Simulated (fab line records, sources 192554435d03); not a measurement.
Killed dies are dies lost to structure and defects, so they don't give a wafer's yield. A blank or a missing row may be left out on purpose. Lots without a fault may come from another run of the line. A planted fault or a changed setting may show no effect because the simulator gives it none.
Chamber matching | flow n5_finfet | N5_SD_EPI_N_ETCH_16 on rie_diel-01: 4 sister chambers
The step etches SiO2 in CHF3/O2, target depth 5 nm. 4 wafers are shown with their chamber, then 9 later ones without.

WAFERS WITH THEIR CHAMBER
wafer  | chamber | rf_vpp_V (V)
L085.2 | 2       | 502
L087.1 | 1       | 535
L087.2 | 0       | 537
L087.3 | 3       | 530

WAFERS WITHOUT THEIR CHAMBER
wafer  | rf_vpp_V (V)
L087.4 | 503
L087.5 | 535
L087.6 | 501
L089.1 | 502
L089.2 | 532
L089.3 | 534
L089.4 | 537
L089.5 | 503
L089.6 | 531

WHICH CHAMBER EACH WENT THROUGH
wafer  | from the rows above     | in truth
L087.4 | 2                       | 2
L087.5 | 1                       | 1
L087.6 | 2                       | 2
L089.1 | 2                       | 2
L089.2 | can't be placed: 3 or 1 | 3
L089.3 | 1                       | 1
L089.4 | 0                       | 0
L089.5 | 2                       | 2
L089.6 | 3                       | 3
Placed correctly: 8 of 9. Can't be placed from these rows: 1 (the true chamber is among the candidates in 1). Placed wrongly: 0.
How it was worked out, from the rows above alone: a wafer's distance from a chamber is the root of the sum, over the readings, of the square of ((its reading less the chamber's mean) divided by the reading's scatter). The wafer belongs to the nearest chamber; if the next one is less than 2 further off, it can't be placed. A chamber's mean is the mean of its shown wafers. The scatter: with one shown wafer a chamber, the root of the mean of the squares of how far each hidden wafer lies from its nearest shown one.
